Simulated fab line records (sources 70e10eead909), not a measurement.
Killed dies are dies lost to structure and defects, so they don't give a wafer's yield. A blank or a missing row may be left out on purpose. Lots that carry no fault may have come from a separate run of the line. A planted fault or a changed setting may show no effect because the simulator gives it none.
Which tool was responsible?	flow nand harc	24 lots with 72 wafers sampled at 6 steps, on a route of 1302 steps

WHAT THE GAUGES SHOWED, per wafer
No reading from a measuring or inspecting step in the record can be judged against a usual standard deviation.

EACH LOT AND THE TOOL THAT RAN IT (in order: tool; ch and the chambers of the sampled wafers; start)
lot	NHARC_A_STAIRCASE_ETCH_453	NHARC_A_STAIRCASE_STRIP_316	NHARC_A_STAIRCASE_DEP_417	NHARC_A_STAIRCASE_ALD_420	NHARC_A_STAIRCASE_DEP_325	NHARC_A_STAIRCASE_ETCHBACK_422
L074	rie diel-07 ch 1,3, day 17 06:04 or earlier	rie diel-07 ch 0,1,2, day 17 06:04 or earlier	pecvd-02 ch 0,2, day 17 06:04	ald hk-04 ch 2,3, day 17 08:57	pecvd-03 ch 0,1,2, day 18 11:21	rie diel-13 ch 0,1,3, day 19 01:55
L075	rie diel-13 ch 1,2,3, day 18 01:10 or earlier	rie diel-13 ch 0,1,3, day 18 01:10 or earlier	pecvd-03 ch 0,1,2, day 18 01:10	ald hk-04 ch 0,1,2, day 18 03:56	pecvd-02 ch 0,1,2, day 19 04:35	rie diel-05 ch 0,1,2, day 19 22:13
L077	rie diel-13 ch 0,1, day 18 01:29 or earlier	rie diel-13 ch 2,3, day 18 01:29 or earlier	pecvd-03 ch 0,1, day 18 01:29	ald hk-01 ch 0,1,3, day 18 05:16	pecvd-04 ch 0,2, day 19 04:34	rie diel-13 ch 0,1,2, day 19 22:05
L076	rie diel-07 ch 0,1,3, day 18 01:59 or earlier	rie diel-07 ch 0,1, day 18 01:59 or earlier	pecvd-03 ch 0,1,2, day 18 01:59	ald hk-03 ch 0,1,2, day 18 04:15	pecvd-03 ch 0,2, day 19 04:34	rie diel-05 ch 0,1, day 19 21:53
L078	rie diel-13 ch 0,1,3, day 18 19:39 or earlier	rie diel-13 ch 0,1, day 18 19:39 or earlier	pecvd-03 ch 0,2, day 18 19:39	ald hk-01 ch 2,3, day 19 00:07	pecvd-03 ch 1,2, day 20 01:08	rie diel-07 ch 0,2,3, day 20 15:25
L079	rie diel-07 ch 0,2, day 19 07:07 or earlier	rie diel-07 ch 1,2,3, day 19 07:07 or earlier	pecvd-02 ch 0,1,2, day 19 07:07	ald hk-04 ch 0,3, day 19 10:31	pecvd-04 ch 0,1, day 20 11:58	rie diel-05 ch 2,3, day 21 02:31
L080	rie diel-05 ch 0,2, day 19 08:34 or earlier	rie diel-05 ch 0,1,3, day 19 08:34 or earlier	pecvd-02 ch 1,2, day 19 08:34	ald hk-04 ch 0,2, day 19 11:28	pecvd-03 ch 0,1, day 20 11:52	rie diel-07 ch 0,1,2, day 21 02:15
L081	rie diel-13 ch 0,1,2, day 20 08:30 or earlier	rie diel-13 ch 0,3, day 20 08:30 or earlier	pecvd-03 ch 0,2, day 20 08:30	ald hk-03 ch 0,1, day 20 11:13	pecvd-03 ch 0,1, day 21 12:23	rie diel-07 ch 0,1,3, day 22 03:38
L082	rie diel-05 ch 1,2,3, day 21 04:20 or earlier	rie diel-05 ch 0,2,3, day 21 04:20 or earlier	pecvd-04 ch 0,1, day 21 04:20	ald hk-03 ch 0,2,3, day 21 07:13	pecvd-04 ch 0,1, day 22 08:57	rie diel-05 ch 0,1,3, day 23 01:38
L084	rie diel-13 ch 0,2,3, day 21 11:22 or earlier	rie diel-13 ch 0,3, day 21 11:22 or earlier	pecvd-02 ch 0,1,2, day 21 11:22	ald hk-03 ch 0,1,2, day 21 14:08	pecvd-02 ch 0,1, day 22 15:13	rie diel-05 ch 0,2,3, day 23 08:01
L085	rie diel-07 ch 0,3, day 21 11:49 or earlier	rie diel-07 ch 2,3, day 21 11:49 or earlier	pecvd-04 ch 0,1,2, day 21 11:49	ald hk-01 ch 0,1, day 21 13:59	pecvd-04 ch 0,1, day 22 15:07	rie diel-13 ch 1,3, day 23 07:37
L083	rie diel-05 ch 2,3, day 21 13:08 or earlier	rie diel-05 ch 0,2,3, day 21 13:08 or earlier	pecvd-04 ch 1,2, day 21 13:08	ald hk-03 ch 1,3, day 21 15:52	pecvd-03 ch 0,2, day 22 15:16	rie diel-07 ch 2,3, day 23 08:22
L086	rie diel-13 ch 1,2, day 22 02:27 or earlier	rie diel-13 ch 0,2, day 22 02:27 or earlier	pecvd-04 ch 1,2, day 22 02:27	ald hk-01 ch 1,2,3, day 22 05:14	pecvd-04 ch 0,1,2, day 23 08:31	rie diel-05 ch 0,1,3, day 23 23:55
L087	rie diel-07 ch 1,3, day 22 22:07 or earlier	rie diel-07 ch 1,2, day 22 22:07 or earlier	pecvd-04 ch 0,1,2, day 22 22:07	ald hk-03 ch 1,3, day 23 00:54	pecvd-02 ch 0,1,2, day 24 02:59	rie diel-07 ch 1,2,3, day 24 16:53
L088	rie diel-13 ch 0,1,3, day 22 22:11 or earlier	rie diel-13 ch 0,1,2, day 22 22:11 or earlier	pecvd-02 ch 0,2, day 22 22:11	ald hk-01 ch 1,2,3, day 23 00:45	pecvd-04 ch 1,2, day 24 02:19	rie diel-05 ch 0,1,2, day 24 16:43
L089	rie diel-07 ch 2,3, day 23 01:46 or earlier	rie diel-07 ch 0,1, day 23 01:46 or earlier	pecvd-03 ch 0,1, day 23 01:46	ald hk-01 ch 0,1,3, day 23 04:26	pecvd-02 ch 0,2, day 24 02:19	rie diel-13 ch 1,2,3, day 24 17:49
L090	rie diel-13 ch 0,3, day 23 18:23 or earlier	rie diel-13 ch 0,3, day 23 18:23 or earlier	pecvd-02 ch 1,2, day 23 18:23	ald hk-04 ch 0,1, day 23 21:16	pecvd-03 ch 0,2, day 25 00:28	rie diel-13 ch 0,1,2, day 25 17:56
L091	rie diel-13 ch 1,3, day 24 19:14 or earlier	rie diel-13 ch 1,3, day 24 19:14 or earlier	pecvd-03 ch 1,2, day 24 19:14	ald hk-04 ch 0,1, day 24 23:54	pecvd-04 ch 0, day 26 00:52	rie diel-05 ch 0,3, day 26 15:59
L092	rie diel-13 ch 0,1,3, day 24 20:15 or earlier	rie diel-13 ch 1,2,3, day 24 20:15 or earlier	pecvd-03 ch 0,1,2, day 24 20:15	ald hk-01 ch 0,3, day 24 23:50	pecvd-03 ch 0,1,2, day 26 01:35	rie diel-13 ch 0,3, day 26 15:40
L093	rie diel-13 ch 0,2,3, day 25 00:34 or earlier	rie diel-13 ch 0,1,3, day 25 00:34 or earlier	pecvd-02 ch 0,2, day 25 00:34	ald hk-03 ch 1,2,3, day 25 03:36	pecvd-03 ch 0,1,2, day 26 00:43	rie diel-13 ch 0,3, day 26 15:56
L094	rie diel-13 ch 0,1,3, day 25 06:49 or earlier	rie diel-13 ch 0,1,2, day 25 06:49 or earlier	pecvd-04 ch 1,2, day 25 06:49	ald hk-01 ch 1,3, day 25 09:38	pecvd-03 ch 0,1,2, day 26 11:21	rie diel-07 ch 0,1,2, day 27 01:29
L097	rie diel-05 ch 0,3, day 26 06:54 or earlier	rie diel-05 ch 0,2,3, day 26 06:54 or earlier	pecvd-02 ch 0,2, day 26 06:54	ald hk-04 ch 0,1,3, day 26 09:50	pecvd-03 ch 0,2, day 27 11:15	rie diel-07 ch 0,1,3, day 28 01:25
L095	rie diel-07 ch 0,2,3, day 26 07:09 or earlier	rie diel-07 ch 0,1,2, day 26 07:09 or earlier	pecvd-04 ch 0,1, day 26 07:09	ald hk-03 ch 0,1,2, day 26 09:31	pecvd-02 ch 0,2, day 27 11:25	rie diel-05 ch 0,1,2, day 28 02:01
L096	rie diel-05 ch 0,2,3, day 26 19:08 or earlier	rie diel-05 ch 2,3, day 26 19:08 or earlier	pecvd-03 ch 0,1,2, day 26 19:08	ald hk-04 ch 1,3, day 26 22:31	pecvd-02 ch 1,2, day 27 23:45	rie diel-07 ch 0,1, day 28 16:11
- NHARC_A_STAIRCASE_ETCH_453: etches the open film in CF4/O2, target depth 30 nm, overetch 3 nm, time 16.5 s.
- NHARC_A_STAIRCASE_STRIP_316: strips in O2.
- NHARC_A_STAIRCASE_DEP_417: deposits Si3N4, target thk 60 nm.
- NHARC_A_STAIRCASE_ALD_420: deposits SiO2, target thk 20 nm, pulse time 6 s, ald cycles 200.
- NHARC_A_STAIRCASE_DEP_325: deposits SiO2, target thk 7200 nm.
- NHARC_A_STAIRCASE_ETCHBACK_422: etches the open film in CH3F/O2, target depth 40 nm, time 74.286 s.

WHAT THE TOOLS THEMSELVES READ (means of the sampled wafers that have a number; where no wafer has one, the mark that the record gives instead)
NHARC_A_STAIRCASE_ETCH_453. Usual: bias w 100.0 W, standard deviation 0.3; drypump motor current A 5.9 A, standard deviation 0.59; oes product au 1.000 a.u., standard deviation 0.0078; rf vpp V 197.8 V, standard deviation 1.4; showerhead plenum p Torr 1.33 Torr, standard deviation 0.059; throttle valve pct 13.397 %, standard deviation 0.0093.
lot	tool	bias w (W)	drypump motor current A (A)	oes product au (a.u.)	rf vpp V (V)	showerhead plenum p Torr (Torr)	throttle valve pct (%)	flag
L074	rie diel-07	100.1	6.2	1.005	199.3	1.37	13.394	
L075	rie diel-13	99.8	5.7	0.999	198.5	1.36	13.405	
L077	rie diel-13	100.1	6.6	0.988	197.9	1.34	13.401	
L076	rie diel-07	99.8	5.8	1.002	197.5	1.32	13.393	
L078	rie diel-13	100.1	6.3	0.996	198.2	1.37	13.399	
L079	rie diel-07	100.2	5.2	1.007	196.2	1.26	13.396	
L080	rie diel-05	100.1	6.3	0.999	198.2	1.38	13.399	
L081	rie diel-13	100.0	6.0	0.997	197.7	1.31	13.388	
L082	rie diel-05	100.1	5.9	0.989	196.8	1.31	13.395	
L084	rie diel-13	99.8	5.7	1.001	197.6	1.34	13.392	
L085	rie diel-07	99.7	5.4	0.999	197.2	1.29	13.403	
L083	rie diel-05	100.2	6.1	0.995	197.0	1.30	13.398	
L086	rie diel-13	100.1	5.4	1.003	197.5	1.31	13.391	
L087	rie diel-07	99.8	6.2	1.000	198.6	1.36	13.398	
L088	rie diel-13	100.1	6.2	0.996	199.2	1.36	13.397	
L089	rie diel-07	100.3	5.8	0.988	198.0	1.33	13.406	
L090	rie diel-13	100.2	6.2	1.003	197.6	1.34	13.399	
L091	rie diel-13	100.0	6.3	1.000	198.6	1.38	13.402	
L092	rie diel-13	99.8	6.2	0.997	197.9	1.36	13.397	
L093	rie diel-13	100.1	5.6	1.000	198.3	1.33	13.388	
L094	rie diel-13	99.8	6.2	1.004	197.2	1.36	13.395	
L097	rie diel-05	99.6	6.2	0.999	198.8	1.35	13.392	
L095	rie diel-07	100.1	5.6	0.994	197.2	1.31	13.396	
L096	rie diel-05	99.9	6.2	1.004	196.7	1.33	13.393	

NHARC_A_STAIRCASE_STRIP_316. Usual: drypump motor current A 5.9 A, standard deviation 0.58; oes product au 0.999 a.u., standard deviation 0.0075; rf vpp V 57.7 V, standard deviation 0.88; showerhead plenum p Torr 3.52 Torr, standard deviation 0.15; throttle valve pct 17.038 %, standard deviation 0.0088.
lot	tool	drypump motor current A (A)	oes product au (a.u.)	rf vpp V (V)	showerhead plenum p Torr (Torr)	throttle valve pct (%)	flag
L074	rie diel-07	5.6	0.997	57.6	3.43	17.033	
L075	rie diel-13	6.3	1.002	58.2	3.61	17.034	
L077	rie diel-13	5.4	1.000	58.3	3.66	17.042	
L076	rie diel-07	5.3	1.004	57.3	3.38	17.040	
L078	rie diel-13	6.5	0.998	56.8	3.48	17.042	
L079	rie diel-07	6.0	1.009	57.9	3.55	17.043	
L080	rie diel-05	6.0	0.992	57.9	3.59	17.034	
L081	rie diel-13	6.2	1.001	57.6	3.54	17.049	
L082	rie diel-05	6.2	0.993	58.4	3.55	17.035	
L084	rie diel-13	6.2	0.998	58.0	3.53	17.031	
L085	rie diel-07	6.1	0.999	58.1	3.59	17.038	
L083	rie diel-05	6.2	0.999	57.8	3.54	17.036	
L086	rie diel-13	5.9	0.997	56.7	3.40	17.035	
L087	rie diel-07	5.8	0.995	57.6	3.48	17.032	
L088	rie diel-13	6.0	1.001	57.3	3.46	17.042	
L089	rie diel-07	5.7	1.004	56.9	3.42	17.041	
L090	rie diel-13	6.2	1.003	57.7	3.53	17.039	
L091	rie diel-13	6.0	0.999	57.9	3.71	17.037	
L092	rie diel-13	5.7	0.994	58.4	3.58	17.032	
L093	rie diel-13	6.2	1.000	58.0	3.59	17.042	
L094	rie diel-13	6.0	0.993	57.4	3.45	17.032	
L097	rie diel-05	6.2	0.993	57.4	3.53	17.043	
L095	rie diel-07	5.5	1.006	57.4	3.40	17.028	
L096	rie diel-05	6.2	1.003	56.5	3.42	17.046	

NHARC_A_STAIRCASE_DEP_417. Usual: heater power w at 745 W, with a standard deviation of 78.
lot	tool	heater power w (W)	flag
L074	pecvd-02	716	
L075	pecvd-03	794	
L077	pecvd-03	798	
L076	pecvd-03	782	
L078	pecvd-03	769	
L079	pecvd-02	695	
L080	pecvd-02	636	
L081	pecvd-03	845	
L082	pecvd-04	710	
L084	pecvd-02	747	
L085	pecvd-04	723	
L083	pecvd-04	824	
L086	pecvd-04	820	
L087	pecvd-04	709	
L088	pecvd-02	735	
L089	pecvd-03	757	
L090	pecvd-02	644	
L091	pecvd-03	800	
L092	pecvd-03	806	
L093	pecvd-02	826	
L094	pecvd-04	830	
L097	pecvd-02	678	
L095	pecvd-04	689	
L096	pecvd-03	755	

NHARC_A_STAIRCASE_ALD_420. Usual: heater power w 474 W, standard deviation 35; precursor pulse height rel 1.000, standard deviation 0.02.
lot	tool	heater power w (W)	precursor pulse height rel	flag
L074	ald hk-04	480	1.012	
L075	ald hk-04	464	0.980	
L077	ald hk-01	486	1.002	
L076	ald hk-03	464	0.997	
L078	ald hk-01	493	0.985	
L079	ald hk-04	502	1.007	
L080	ald hk-04	491	0.989	
L081	ald hk-03	469	1.017	
L082	ald hk-03	485	1.012	
L084	ald hk-03	462	1.010	
L085	ald hk-01	451	0.994	
L083	ald hk-03	451	1.009	
L086	ald hk-01	477	0.999	
L087	ald hk-03	463	0.984	
L088	ald hk-01	480	0.995	
L089	ald hk-01	466	0.995	
L090	ald hk-04	474	0.973	
L091	ald hk-04	473	0.998	
L092	ald hk-01	477	1.015	
L093	ald hk-03	442	0.990	
L094	ald hk-01	466	1.015	
L097	ald hk-04	476	0.984	
L095	ald hk-03	466	1.028	
L096	ald hk-04	473	1.000	

NHARC_A_STAIRCASE_DEP_325. Usual: heater power w at 689 W, with a standard deviation of 86.
lot	tool	heater power w (W)	flag
L074	pecvd-03	710	
L075	pecvd-02	711	
L077	pecvd-04	678	
L076	pecvd-03	675	
L078	pecvd-03	762	
L079	pecvd-04	658	
L080	pecvd-03	699	
L081	pecvd-03	755	
L082	pecvd-04	691	
L084	pecvd-02	656	
L085	pecvd-04	647	
L083	pecvd-03	701	
L086	pecvd-04	699	
L087	pecvd-02	634	
L088	pecvd-04	711	
L089	pecvd-02	669	
L090	pecvd-03	680	
L091	pecvd-04	619	
L092	pecvd-03	664	
L093	pecvd-03	660	
L094	pecvd-03	696	
L097	pecvd-03	704	
L095	pecvd-02	717	
L096	pecvd-02	548	

NHARC_A_STAIRCASE_ETCHBACK_422. Usual: bias w 99.9 W, standard deviation 0.31; drypump motor current A 5.9 A, standard deviation 0.5; oes product au 0.97 a.u., standard deviation 0.037; rf vpp V 244.2 V, standard deviation 1.6; showerhead plenum p Torr 2.45 Torr, standard deviation 0.1; throttle valve pct 20.663 %, standard deviation 0.0096.
lot	tool	bias w (W)	drypump motor current A (A)	oes product au (a.u.)	rf vpp V (V)	showerhead plenum p Torr (Torr)	throttle valve pct (%)	flag
L074	rie diel-13	99.8	6.3	0.92	244.8	2.52	20.662	
L075	rie diel-05	99.8	6.0	1.00	245.4	2.47	20.668	
L077	rie diel-13	100.0	6.0	0.93	243.8	2.42	20.664	
L076	rie diel-05	100.2	5.8	1.00	245.0	2.50	20.662	
L078	rie diel-07	99.9	5.6	0.99	244.1	2.42	20.658	
L079	rie diel-05	100.3	6.1	1.00	243.6	2.42	20.666	
L080	rie diel-07	100.1	5.5	1.01	242.3	2.38	20.658	
L081	rie diel-07	99.9	5.8	0.96	243.4	2.42	20.658	
L082	rie diel-05	100.3	6.0	0.99	243.8	2.49	20.665	
L084	rie diel-05	99.7	6.2	0.99	244.2	2.46	20.665	
L085	rie diel-13	100.2	6.0	1.00	245.0	2.60	20.664	
L083	rie diel-07	99.9	5.8	0.91	244.3	2.45	20.654	
L086	rie diel-05	100.0	6.0	0.92	244.1	2.48	20.664	
L087	rie diel-07	99.7	6.0	0.92	244.4	2.45	20.677	
L088	rie diel-05	100.0	6.0	0.93	244.4	2.46	20.659	
L089	rie diel-13	99.6	5.7	1.01	244.1	2.49	20.661	
L090	rie diel-13	99.9	6.0	0.93	243.6	2.40	20.672	
L091	rie diel-05	100.1	6.3	1.00	245.0	2.53	20.670	
L092	rie diel-13	99.8	6.0	0.93	245.8	2.54	20.662	
L093	rie diel-13	99.7	6.2	1.01	244.6	2.45	20.656	
L094	rie diel-07	100.0	5.5	0.98	243.3	2.36	20.667	
L097	rie diel-07	99.9	5.8	0.92	244.4	2.40	20.668	
L095	rie diel-05	100.1	6.0	1.00	243.8	2.45	20.655	
L096	rie diel-07	100.1	5.7	1.00	244.9	2.49	20.659	

THE ANSWER, worked out from the rows above alone
Rule: a lot is off if the mean of its wafers that have a number lies more than 3 standard deviations from the usual mean. Also off: a lot with no number at a reading for which 4 or more lots have one. Any other lot the step has rows for is counted as sound. Order of review: gauges by route order, followed by the tools' own readings, for which a lot's mean as printed above is used. The first step at which some lot is off is used, and at that step the reading that is off furthest; a lot without a number counts as furthest.
No lot is off at any reading shown: from this, nothing can be told.

WHAT THE SIMULATOR HAD INSERTED
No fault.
